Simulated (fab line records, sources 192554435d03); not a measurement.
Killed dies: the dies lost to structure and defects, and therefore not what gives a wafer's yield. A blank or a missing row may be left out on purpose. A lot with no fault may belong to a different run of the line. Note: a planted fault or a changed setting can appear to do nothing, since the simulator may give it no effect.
Split-lot trial	flow n5_finfet	on a route of 1938 steps: 7 lots, 21 wafers read

THE SPLIT
At N5_SD_EPI_N_EPI_21 (deposits Si:P, time 690 s), the setting temp_c was moved away from the recipe's 680 C on 4 of the 21 wafers read, by -0.3% to +0.7%. This setting was run at the recipe's value on the other wafers.

Reading taken at the split's own step.

THE READING
Si-P_of_SD_EPI_N_EPI_21.thk_nm (the simulator's own value, which no gauge read), in nm, at N5_SD_EPI_N_EPI_21 (deposits Si:P, time 690 s). No usual value for it is given in the file. Here, 17 wafers ran the recipe; their average is 59.0 nm with a standard deviation of 0.31 nm.

wafer	tool, chamber at the split	temp_c as run, C	against the recipe	Si-P_of_SD_EPI_N_EPI_21.thk_nm, nm	against lot-mates on the recipe
L074.2	epi_rpcvd-04, 0	680	recipe	59	-
L074.3	epi_rpcvd-04, 0	681.8	+0.3%	60.6	+1.5
L074.5	epi_rpcvd-04, 0	680	recipe	59.2	-
L076.1	epi_rpcvd-02, 0	680	recipe	58.8	-
L076.4	epi_rpcvd-02, 0	680	recipe	59.2	-
L076.6	epi_rpcvd-02, 0	680	recipe	58.6	-
L077.1	epi_rpcvd-02, 0	684.5	+0.7%	64	+5.1
L077.4	epi_rpcvd-02, 0	680	recipe	59	-
L077.6	epi_rpcvd-02, 0	680	recipe	58.8	-
L081.3	epi_rpcvd-02, 0	680	recipe	58.6	-
L081.4	epi_rpcvd-02, 0	680	recipe	59.4	-
L081.5	epi_rpcvd-02, 0	683.6	+0.5%	62.6	+3.6
L092.1	epi_rpcvd-02, 0	680	recipe	59	-
L092.4	epi_rpcvd-02, 0	680	recipe	59.8	-
L092.6	epi_rpcvd-02, 0	680	recipe	59.2	-
L094.2	epi_rpcvd-01, 0	680	recipe	58.8	-
L094.5	epi_rpcvd-01, 0	680	recipe	58.8	-
L094.6	epi_rpcvd-01, 0	677.9	-0.3%	57.2	-1.6
L097.1	epi_rpcvd-04, 0	680	recipe	59.4	-
L097.3	epi_rpcvd-04, 0	680	recipe	58.8	-
L097.5	epi_rpcvd-04, 0	680	recipe	59	-

THE FIT
A straight line over all 21 wafers: Si-P_of_SD_EPI_N_EPI_21.thk_nm changes by +6.96 nm for each +1% of temp_c; r = +0.98; the points scatter about the line by 0.32 nm.
The same after taking each lot's own level away (the mean of its wafers on the recipe; 21 wafers): +6.95 nm for each +1%; r = +0.98; scatter 0.3 nm.
According to that fit, moving temp_c by its largest amount changes the reading by 4.6 nm.
Measured against the standard deviation above, the lots' own levels, which go from 58.80 to 59.33 nm, span 1.7 times it.
Consequently the slope shifts little with the lot-to-lot level, the two slopes agreeing.
Check: for one of the wafers moved furthest among these (+0.7%), held out of the fit, the line's prediction against its lot-mates is +4.16 nm. It came out at +5.1 nm against them.

OTHER SPLITS APPLIED TO THESE WAFERS
Before the reading, these wafers also passed through other splits. Each is held against what the fit with the lots' levels taken away leaves over:
other split on the same wafers	wafers away from the commonest value	r with Si-P_of_SD_EPI_N_EPI_21.thk_nm (lot level and that fit taken away)
N5_ZERO_LAYER_PECVD_02 time_s	7	-0.24
N5_ZERO_LAYER_EXPOSE_08 dose_mj	5	+0.44
N5_WELL_APT_PEB_23 peb_temp_c	8	-0.25
N5_WELL_APT_DEVELOP_24 develop_time_s	6	-0.02
N5_FIN_SAQP_COAT_50 spin_rpm	5	-0.24
N5_FIN_SAQP_EXPOSE_13 dose_mj	8	+0.00
N5_FIN_CUT_CUT_ETCH_15 bias_w	as run: not given for these wafers	-

THE FILE'S OWN FIT
Si-P_of_SD_EPI_N_EPI_21.thk_nm changes by +6.98 nm for each +1% of temp_c, r = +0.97.
